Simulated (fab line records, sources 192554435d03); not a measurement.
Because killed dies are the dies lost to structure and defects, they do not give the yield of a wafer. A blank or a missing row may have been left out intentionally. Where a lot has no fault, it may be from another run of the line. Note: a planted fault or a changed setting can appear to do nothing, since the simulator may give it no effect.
Comparing a struck lot with a sound one | flow n5-finfet | 15 steps out of a route of 1938
Sound: the wafers L777.3, L777.5, L777.6. Struck: wafers L780.4, L780.5 (left out: L780.3, a lot-mate that was not struck); the cause follows at the end.
For every step that has rows: the tool of each side, followed by ch and its chambers, followed by its first start. Under that, the readings that differ: sound wafers | struck wafers | difference of the means | sigmas: that difference in standard deviations of wafers without a fault.
alike: same words and numbers on both sides, and readings whose means sit less than 2 such deviations apart. not compared: any withheld reading, any reading some wafer has no value for, any bound like >300 that may hide the same value, and any number with overlapping values for which the record gives no deviation.
Wherever a step has rows on one side only, a row that says differs or no value, or a row with sigmas, the two part there. When numbers do not overlap yet have no deviation, they are printed without sigmas and do not part them. A reading that every wafer of one side lacks parts them only if that side has two wafers or more.

N5_SD_ACTIVATION_LSA_01: time 0.0008 s.
  sound on laser-anneal-02 ch 0, day 3 22:11; struck on laser-anneal-01 ch 0, day 4 15:29
  alike: wafer_temp_C_max
N5_SD_ACTIVATION_RS_MEAS_03: measurement is done with a four-point probe.
  struck on film-metro-02, day 4 15:40; sound on film-metro-02, day 3 22:23
  reading          | sound             | struck      | difference | sigmas
  RS_SD_N (ohm/sq) | 21.55 21.27 21.53 | 22.06 22.33 | +0.75      | +3
  alike: RS_SD_P
N5_SD_ACTIVATION_INSPECT_02: inspects for defects (darkfield).
  struck on defect-inspect-02, day 4 15:57; sound on defect-inspect-01, day 3 22:40
  alike: raw-defect-count
N5_ILD0_LINER_00: material SiNx, target thk 4 nm, pulse time 1 s, purge time 2 s.
  sound on ald-sin-01 ch 0,1,3, day 3 22:42; struck on ald-sin-03 ch 1,3, day 4 15:59
  alike: chamber-pressure-Torr, heater-power-w, precursor-pulse-height-rel
  not compared: since-wet-clean-h
then, 2 steps without rows for these wafers: N5_ILD0_FCVD_FILL_01 (material SiO2 flowable, target thk 200 nm, time 328.3 s); N5_ILD0_CURE_02 (time 1800 s).
N5_ILD0_CMP_03: polishes, stops on SiNx, t overpolish 1.9 s, target thk 197.38 nm.
  sound on cmp-03 ch 0,1,3, day 4 01:10; struck on cmp-02 ch 2, day 4 18:21
  reading                | sound    | struck | difference | sigmas
  time-to-endpoint-s (s) | 60 70 62 | 77 74  | +12        | +2
  alike: motor-current-A, overpolish-run-s
N5_ILD0_THK_MEAS_04:
  struck on film-metro-01, day 4 18:38; sound on film-metro-01, day 4 01:22
  alike: thk-nm
N5_ILD0_CMP_07: polishes SiO2 flowable, stops on poly-Si, t overpolish 1.18 s, target thk 138.88 nm.
  sound on cmp-02 ch 2,3, day 4 01:25; struck on cmp-03 ch 1, day 4 18:40
  reading             | sound          | struck    | difference | sigmas
  motor-current-A (A) | 14.0 11.4 13.6 | 17.2 17.7 | +4.4       | +2
N5_ILD0_THK_MEAS_08:
  struck on film-metro-02, day 4 18:58; sound on film-metro-01, day 4 01:41
  alike: thk-nm
then, 1 step without rows for these wafers: N5_ILD0_PRECLEAN_10 (cleans in NF3:NH3, afs cycles 5, time 20 s, sublimation time 60 s).
N5_ILD0_ALD_15: deposits SiNx, target thk 24 nm, pulse time 1 s, ald cycles 480.
  sound on ald-sin-03 ch 2,3, day 4 02:24; struck on ald-sin-03 ch 0, day 4 19:41
  reading                               | sound       | struck  | difference | sigmas
  ald-cycles                            | 480 480 480 | 518 518 | +38        |
  model.SiNx_of_ILD0_ALD_15.thk-nm (nm) | 24 24 24    | 26 26   | +2         |
  alike: chamber-pressure-Torr, heater-power-w, precursor-pulse-height-rel
  not compared: since-wet-clean-h
N5_ILD0_CMP_12: polishes SiNx, stops on poly-Si, t overpolish 6 s, target thk 17.67 nm.
  sound on cmp-04 ch 2,3, day 4 04:36; struck on cmp-04 ch 1,3, day 4 21:55
  alike: motor-current-A
-- the record jumps here: 4 days lie between the struck wafers' starts before and after (it left off in module ILD0 and takes up again in module BEOL_M4, whose first step shown is number 1111 of the route) --
N5_BEOL_M4_RC_MEAS_101:
  sound on prober-01 ch 0, day 8 05:34; struck on prober-01 ch 0, day 9 04:16
  alike: DIBL_N, DIBL_P, IOFF_N, IOFF_P, ION_N, ION_P, SS_N, SS_P, VT_N, VT_P
-- record jumps: 4 days separate the struck wafers' starts on either side; left off in module BEOL_M4, taken up again in module PASSIVATION, whose first shown step is the route's number 1936 --
N5_PASSIVATION_PROBE_49:
  rows exist in the record for the struck wafers here (prober-01, day 13 11:00), but not for the sound ones

== WHERE THEY PART ==
First at N5_SD_ACTIVATION_RS_MEAS_03; last, within this record, at N5_PASSIVATION_PROBE_49.

WHY: what the simulator had put in
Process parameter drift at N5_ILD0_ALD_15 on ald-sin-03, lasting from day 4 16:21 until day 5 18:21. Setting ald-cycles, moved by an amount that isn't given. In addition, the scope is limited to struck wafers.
